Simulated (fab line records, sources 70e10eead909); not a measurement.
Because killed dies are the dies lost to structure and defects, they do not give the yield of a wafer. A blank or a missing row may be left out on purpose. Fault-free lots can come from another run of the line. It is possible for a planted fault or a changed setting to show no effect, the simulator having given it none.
Matching of chambers	flow nandHarc	NHARC_A_STAIRCASE_DESCUM_11 on rieDiel-07 has 4 sister chambers
The step chemistry O2, time 3 s. 4 wafers are shown with their chamber, then 8 later ones without.

== WAFERS, EACH WITH ITS CHAMBER ==
wafer	chamber	drypumpMotorCurrentA (A)
L091.2	2	6.6
L091.5	1	5.7
L091.6	0	6.3
L092.3	3	5.3

== WAFERS WHOSE CHAMBER IS MISSING ==
wafer	drypumpMotorCurrentA (A)
L092.5	5.7
L092.6	6.7
L094.1	6.2
L094.2	6.7
L094.3	5.4
L093.1	6.7
L093.2	6.3
L093.3	5.7

== WHICH CHAMBER EACH ONE RAN IN ==
wafer	from the rows above	in truth
L092.5	1	1
L092.6	2	2
L094.1	0	0
L094.2	2	2
L094.3	3	3
L093.1	2	2
L093.2	0	0
L093.3	1	1
Correctly placed: 8 of 8. Left unplaced by these rows: 0. Wrongly placed: 0.
How it was worked out, from the rows above alone: a wafer's distance from a chamber is the root of the sum, over the readings, of the square of ((its reading less the chamber's mean) divided by the reading's scatter). The wafer belongs to the nearest chamber; if the next one is less than 2 further off, it can't be placed. A chamber's mean is the mean of its shown wafers. The scatter: with one shown wafer a chamber, the root of the mean of the squares of how far each hidden wafer lies from its nearest shown one.
